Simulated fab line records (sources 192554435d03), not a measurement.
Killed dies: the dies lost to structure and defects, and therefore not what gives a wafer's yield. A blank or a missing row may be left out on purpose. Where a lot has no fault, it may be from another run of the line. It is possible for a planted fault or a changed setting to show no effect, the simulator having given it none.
Struck lot and sound lot, side by side | flow n5 finfet | 14 steps out of a route of 1938
Sound: the wafers L868.1, L868.2, L868.6. Struck: wafers L877.2, L877.4. (L877.1 of the same lot was not struck and is left out.) The cause comes at the end.
Per side, at each step with rows, come the tool, then ch with its chambers, and then its first start. Under that, the readings that differ: sound wafers | struck wafers | difference of the means | sigmas: that difference in standard deviations of wafers without a fault.
alike: a reading whose means differ by less than 2 such deviations, as well as words and numbers matching on both sides. not compared: withheld readings; readings where some wafer has no value; bounds like >300 that might hide an equal value; numbers whose values overlap and for which the record gives no deviation.
The two part at a step that has a row with sigmas, a row that says differs or no value, or rows on one side only. Numbers that have no deviation but don't overlap get no sigmas and don't part them. A reading missing from all wafers of one side parts the sides only when that side holds two or more wafers.

first, 3 steps without rows for these wafers: N5_BEOL_M6_EXPOSE_25 (exposes mask V5, target cd 40 nm); N5_BEOL_M6_PEB_26 (peb time 60 s); N5_BEOL_M6_DEVELOP_27 (develop time 30 s).
N5_BEOL_M6_CD_MEAS_28 targets a cd of 40 nm.
  sound on cd sem-01 ch 0, day 9 03:44; struck on cd sem-02 ch 0, day 11 22:24
  alike: cd nm
N5_BEOL_M6_OVL_MEAS_29:
  sound on overlay-01 ch 0, day 9 03:46; struck on overlay-01 ch 0, day 11 22:26
  alike: V5_OVL
N5_BEOL_M6_INSPECT_30: inspects for defects (brightfield).
  sound: defect inspect-02 at day 9 03:50; struck: defect inspect-02 at day 11 22:29
  alike: raw defect count
N5_BEOL_M6_DESCUM_33: chemistry O2, time 7 s.
  sound on rie diel-03 ch 0,2,3, day 9 03:52; struck on rie diel-04 ch 0,2, day 11 22:32
  alike: drypump motor current A, oes product au, rf vpp V, showerhead plenum p Torr, temp c, throttle valve pct
  not compared: rf hours counter h
N5_BEOL_M6_ETCH_72: etches underlayer in N2/H2, target depth 6.5 nm, time 5.2 s.
  sound on rie diel-03 ch 0,2,3, day 9 03:54; struck on rie diel-04 ch 0,2, day 11 22:34
  alike: drypump motor current A, etch rf on time s, oes product au, rf vpp V, showerhead plenum p Torr, throttle valve pct
  not compared: rf hours counter h
N5_BEOL_M6_ETCH_65: etches SiARC in CF4, target depth 15.6 nm, time 26 s.
  sound on rie diel-03 ch 0,2,3, day 9 03:55; struck on rie diel-04 ch 0,2, day 11 22:35
  alike: drypump motor current A, etch rf on time s, oes product au, rf vpp V, showerhead plenum p Torr, throttle valve pct
  not compared: rf hours counter h
N5_BEOL_M6_ETCH_66: etches SOC in N2/H2, target depth 80 nm, overetch 16 nm, time 120 s.
  sound on rie diel-03 ch 0,2,3, day 9 03:56; struck on rie diel-04 ch 0,2, day 11 22:36
  alike: drypump motor current A, oes product au, rf vpp V, showerhead plenum p Torr, temp c, throttle valve pct
  not compared: rf hours counter h
then, 2 steps without rows for these wafers: N5_BEOL_M6_STRIP_69 (strips in N2/H2); N5_BEOL_M6_STRIP_73 (strips in N2/H2).
N5_BEOL_M6_VIA_ETCH_34: etches SiCOH lowk in C4F6/O2, target depth 126.3 nm, time 50.9 s.
  sound on rie diel-03 ch 0,2,3, day 9 04:03; struck on rie diel-04 ch 0,2, day 11 22:43
  reading                                  | sound             | struck      | difference | sigmas
  oes product au (a.u.)                    | 0.94 0.95 0.83    | 0.76 0.67   | -0.19      | -2
  model.etch.depth nm (nm)                 | 128.2 126.8 124.9 | 83.18 83.68 | -43.20     |
  model.SOC_of_BEOL_M6_COAT_63.thk nm (nm) | 53.8 53.8 54      | 55.8 56.2   | +2.1       |
  alike: O2_flow_sccm, drypump motor current A, oes_f_703_au, oes_o_777_au, rf vpp V, showerhead plenum p Torr, throttle valve pct
  not compared: rf hours counter h, model.BEOL_M6.cd nm
then, 1 step without rows for these wafers: N5_BEOL_M6_STRIP_76 (strips in C4F6/O2).

== WHERE THEY PART ==
At N5_BEOL_M6_VIA_ETCH_34 and nowhere else, as far as this record goes.

WHY: what had been put in by the simulator
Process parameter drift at N5_BEOL_M6_VIA_ETCH_34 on rie diel-04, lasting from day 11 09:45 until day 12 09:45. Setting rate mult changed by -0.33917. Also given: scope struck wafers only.
